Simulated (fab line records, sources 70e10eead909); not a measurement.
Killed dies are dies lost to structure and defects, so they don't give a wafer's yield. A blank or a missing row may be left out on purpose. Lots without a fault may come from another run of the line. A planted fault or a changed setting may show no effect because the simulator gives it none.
fab line records | flow nand_harc | part 2 of 2: steps 22 to 30 of 30
record lots=5 wafers=15 last_day=24
route steps=1159 shown A_STAIRCASE@570
lots that met no fault: from a run of the same line without faults
start_h: hours from the record's first day to the start of the lot's first wafer shown | wait_h: hours since the lot's step before | " the same as in the row above | L1.1+2: a row that stands for several wafers | - no value, or no start given | * or withheld: withheld | < > ~ a bound
route shown NAME@n: a module of which the file shows steps, and the number in the route of the first | usual: mean/standard deviation of fault-free wafers | same: alike in all rows | chamber/n: place in a boat | sites: the reading at each site | _std_site: their standard deviation | _edge_site: outer sites' mean less inner sites' | radius_mm: how far each site lies from the wafer's centre | mask NAME#n: copy n | behind: the tool/chamber that last shaped the wafer | hold: why the lot was held/for how many hours/how that ended | device: the transistor (n, p or np) that didn't switch | end of line: the same wafers' tests at the end of the route | a step without rows: its recipe alone | killed: dies lost to structure and defects at the first sort, not the wafer's yield | map: a wafer's dies, x killed, . not, _ none there
set.NAME: the setting as run; set.NAME@STEP: as run at that earlier step | model.NAME: the simulator's own value behind a step, which no gauge read
lots at some steps of the route; a table a step, a row a wafer
services: from which hour (start_h, from the record's first day; less than 0 if before it) a tool's chamber was out of use, for how many hours, and why
## steps
# step NHARC_A_STAIRCASE_ETCH_199
# recipe target_depth_a=1000 time_s=40.5 ion_energy_ev=400 c4f8_flow_sccm=20 o2_flow_sccm=10 ar_flow_sccm=withheld rf_w=600 bias_w=1000 chemistry=C4F8/O2
# usual oes_product_au=0.947/0.014 rf_vpp_V=896/6.4
# columns lot.wafer tool chamber start_h wait_h oes_product_au rf_hours_counter_h rf_vpp_V
L075.2 rie_diel-03 2 - - 0.950 9 905
L075.4 " 3 " " 0.934 11 888
L075.6 " 2 " " 0.957 - 904
L078.1 rie_diel-03 0 - - 0.930 21 898
L078.3 " 1 " " 0.948 18 901
L078.4 " 2 " " 0.943 19 904
L080.2 rie_diel-09 2 - - 0.973 6 900
L080.3 " 3 " " 0.974 6 903
L080.6 " 0 " " 0.946 - 900
L088.1 rie_diel-03 3 - - 0.928 41 887
L088.3 " 1 " " 0.935 - 902
L088.6 " 1 " " 0.936 - 901
L094.1 rie_diel-03 1 - - 0.927 50 900
L094.2 " 2 " " 0.930 55 904
L094.6 " 1 " " 0.931 - 901
# step NHARC_A_STAIRCASE_TRIM_200
# recipe time_s=211.2 o2_flow_sccm=500 ar_flow_sccm=0 bias_w=0 chemistry=O2
# usual drypump_motor_current_A=5.4/0.47 oes_product_au=1.003/0.0092 rf_vpp_V=57.8/0.94 showerhead_plenum_p_Torr=3.54/0.17 throttle_valve_pct=17.036/0.0091
# columns lot.wafer tool chamber start_h wait_h drypump_motor_current_A oes_product_au rf_hours_counter_h rf_vpp_V showerhead_plenum_p_Torr throttle_valve_pct
L075.2 rie_diel-03 0 - - 5.8 0.992 11 57.8 3.60 17.025
L075.4 " 2 " " 5.2 1.010 9 58.4 3.77 17.042
L075.6 " 0 " " 5.8 0.986 - 58.2 3.60 17.022
L078.1 rie_diel-03 1 - - 4.7 1.018 18 57.5 3.68 17.035
L078.4 " 2 " " 5.2 1.001 19 57.9 3.76 17.025
L078.3 " 3 " " 5.3 0.996 22 57.4 3.32 17.031
L080.3 rie_diel-09 0 - - 6.4 0.996 6 56.1 3.62 17.038
L080.2 " 2 " " 5.7 1.001 6 58.0 3.64 17.030
L080.6 " 0 " " 6.4 0.991 - 58.0 3.62 17.038
L088.1 rie_diel-03 1 - - 4.7 1.018 33 58.4 3.67 17.051
L088.3 " 3 " " 5.3 1.007 - 58.3 3.31 17.033
L088.6 " 1 " " 4.8 1.011 - 58.5 3.68 17.032
L094.2 rie_diel-03 3 - - 5.3 0.995 57 58.0 3.30 17.041
L094.1 " 1 " " 4.8 1.000 50 58.4 3.67 17.016
L094.6 " 3 " " 5.3 1.001 - 56.7 3.30 17.044
# step NHARC_A_STAIRCASE_ETCH_201
# recipe target_depth_a=1000 time_s=40.5 ion_energy_ev=400 c4f8_flow_sccm=20 o2_flow_sccm=10 ar_flow_sccm=withheld rf_w=600 bias_w=1000 chemistry=C4F8/O2
# usual oes_product_au=0.943/0.014 rf_vpp_V=896/6.3
# columns lot.wafer tool chamber start_h wait_h oes_product_au rf_hours_counter_h rf_vpp_V
L075.2 rie_diel-03 0 - - 0.916 11 898
L075.4 " 2 " " 0.953 9 906
L075.6 " 1 " " 0.948 - 902
L078.3 rie_diel-03 2 - - 0.930 19 904
L078.1 " 3 " " 0.918 22 888
L078.4 " 0 " " 0.914 21 898
L080.2 rie_diel-09 0 - - 0.943 6 899
L080.3 " 1 " " 0.963 5 889
L080.6 " 0 " " 0.939 - 900
L088.1 rie_diel-03 3 - - 0.935 41 888
L088.3 " 1 " " 0.943 - 901
L088.6 " 1 " " 0.941 - 901
L094.1 rie_diel-03 2 - - 0.942 55 904
L094.2 " 1 " " 0.951 50 901
L094.6 " 1 " " 0.951 - 900
# step NHARC_A_STAIRCASE_TRIM_202
# recipe time_s=211.2 o2_flow_sccm=500 ar_flow_sccm=0 bias_w=0 chemistry=O2
# usual drypump_motor_current_A=5.4/0.46 oes_product_au=1.004/0.0093 rf_vpp_V=57.7/0.8 showerhead_plenum_p_Torr=3.53/0.18 throttle_valve_pct=17.036/0.0094
# columns lot.wafer tool chamber start_h wait_h drypump_motor_current_A oes_product_au rf_hours_counter_h rf_vpp_V showerhead_plenum_p_Torr throttle_valve_pct
L075.4 rie_diel-03 0 - - 5.8 0.993 11 57.3 3.60 17.023
L075.2 " 2 " " 5.3 1.005 9 57.4 3.77 17.033
L075.6 " 0 " " 5.7 0.988 - 57.9 3.60 17.041
L078.1 rie_diel-03 2 - - 5.2 1.013 19 58.7 3.76 17.037
L078.3 " 0 " " 5.7 0.993 21 57.1 3.59 17.038
L078.4 " 1 " " 4.7 1.002 19 58.1 3.68 17.034
L080.2 rie_diel-09 1 - - 5.0 1.014 5 58.7 3.32 17.037
L080.3 " 2 " " 5.6 1.015 6 58.2 3.64 17.051
L080.6 " 0 " " 6.4 0.999 - 58.0 3.61 17.040
L088.1 rie_diel-03 1 - - 4.7 1.009 34 57.9 3.67 17.038
L088.3 " 1 " " 4.7 1.008 - 58.6 3.67 17.028
L088.6 " 1 " " 4.7 1.019 - 58.8 3.67 17.040
L094.2 rie_diel-03 2 - - 5.2 1.005 56 57.8 3.74 17.022
L094.1 " 3 " " 5.3 0.992 57 58.2 3.30 17.043
L094.6 " 2 " " 5.2 1.012 - 57.1 3.74 17.031
# step NHARC_A_STAIRCASE_ETCH_203
# recipe target_depth_a=1000 time_s=40.5 ion_energy_ev=400 c4f8_flow_sccm=20 o2_flow_sccm=10 ar_flow_sccm=withheld rf_w=600 bias_w=1000 chemistry=C4F8/O2
# usual oes_product_au=0.945/0.012 rf_vpp_V=896/6.3
# columns lot.wafer tool chamber start_h wait_h oes_product_au rf_hours_counter_h rf_vpp_V
L075.2 rie_diel-03 2 - - 0.959 9 903
L075.4 " 0 " " 0.939 11 898
L075.6 " 1 " " 0.956 - 902
L078.1 rie_diel-03 3 - - 0.926 22 889
L078.4 " 0 " " 0.931 21 899
L078.3 " 2 " " 0.938 19 905
L080.2 rie_diel-09 0 - - 0.945 6 899
L080.3 " 1 " " 0.955 5 889
L080.6 " 2 " " 0.962 - 899
L088.1 rie_diel-03 1 - - 0.951 34 901
L088.3 " 3 " " 0.934 - 888
L088.6 " 3 " " 0.942 - 888
L094.1 rie_diel-03 1 - - 0.948 50 899
L094.2 " 2 " " 0.940 56 904
L094.6 " 1 " " 0.951 - 900
# step NHARC_A_STAIRCASE_STRIP_205
# recipe power_w=1500 temp_c=250 chemistry=O2
# usual drypump_motor_current_A=5.97/0.24 heater_power_w=350/25
# columns lot.wafer tool chamber start_h wait_h drypump_motor_current_A heater_power_w rf_hours_counter_h
L075.2 plasma_asher-02 0 253.29 0.1 6.13 382 21
L075.4 " 0 " " 6.11 388 -
L075.6 " 1 " " 5.65 334 -
L078.1 plasma_asher-02 1 273.78 0.1 5.67 324 28
L078.3 " 0 " " 6.11 380 -
L078.4 " 1 " " 5.65 326 -
L080.2 plasma_asher-02 1 282.22 0.8 5.65 332 33
L080.3 " 1 " " 5.66 326 -
L080.6 " 1 " " 5.67 320 -
L088.1 plasma_asher-02 1 337.83 0.1 5.65 331 50
L088.3 " 0 " " 6.12 376 -
L088.6 " 0 " " 6.11 389 -
L094.1 plasma_asher-01 0 371.33 0.4 5.88 350 31
L094.2 " 1 " " 6.25 330 31
L094.6 " 0 " " 5.90 338 -
# step NHARC_A_STAIRCASE_STRIP_206
# recipe time_s=900 temp_c=130 chemistry=SPM
# columns lot.wafer tool chamber start_h wait_h
L075.2+6+4 wet_bench-07 7,1,2 253.60 0.3
L078.3+1+4 wet_bench-09 0,1,2 274.10 0.2
L080.2+6+3 wet_bench-04 2,3,7 282.56 0.3
L088.1+6+3 wet_bench-07 5,7,0 338.13 0.3
L094.1+2+6 wet_bench-07 3,4,6 371.68 0.3
# step NHARC_A_STAIRCASE_PRECLEAN_207
# recipe time_s=* temp_c=50 bath_age_min=0 chemistry=SC1
# columns lot.wafer tool chamber start_h wait_h
L075.2+6+4 wet_bench-07 7,1,2 - -
L078.3+1+4 wet_bench-09 0,1,2 - -
L080.2+6+3 wet_bench-04 2,3,7 - -
L088.1+6+3 wet_bench-07 5,7,0 - -
L094.1+2+6 wet_bench-07 3,4,6 - -
# step NHARC_A_STAIRCASE_SRD_208
# columns lot.wafer tool chamber start_h wait_h
L075.2+6+4 wet_bench-07 7,1,2 - -
L078.3+1+4 wet_bench-09 0,1,2 - -
L080.2+6+3 wet_bench-04 2,3,7 - -
L088.1+6+3 wet_bench-07 5,7,0 - -
L094.1+2+6 wet_bench-07 3,4,6 - -
## services
# columns tool chamber start_h hours kind
litho_track-05 - 237.00 7.0 pm
rie_diel-03 - 241.52 0.1 repair
rie_diel-09 - 254.10 9.0 pm
krf_scanner-01 - 255.97 0.6 repair
krf_scanner-03 - 270.85 0.5 repair
wet_bench-07 - 272.00 8.0 pm
rie_diel-03 1 277.25 7.0 repair
krf_scanner-01 - 284.57 0.7 repair
wet_bench-09 - 288.80 8.0 pm
rie_diel-04 - 289.15 9.0 pm
krf_scanner-03 - 297.43 0.3 repair
krf_scanner-01 - 309.52 0.2 repair
rie_diel-03 3 309.67 6.2 repair
rie_diel-03 1 312.57 18.9 repair
krf_scanner-03 - 319.44 0.5 repair
plasma_asher-02 - 332.86 4.0 repair
rie_diel-03 - 333.37 0.1 repair
rie_diel-09 1 339.50 1.9 repair
wet_bench-04 - 339.66 8.0 pm
litho_track-02 - 340.01 7.0 pm
krf_scanner-03 - 340.01 4.0 pm
rie_diel-09 0 353.43 2.7 repair
wet_bench-04 - 359.70 0.5 repair
plasma_asher-02 - 360.00 9.0 pm
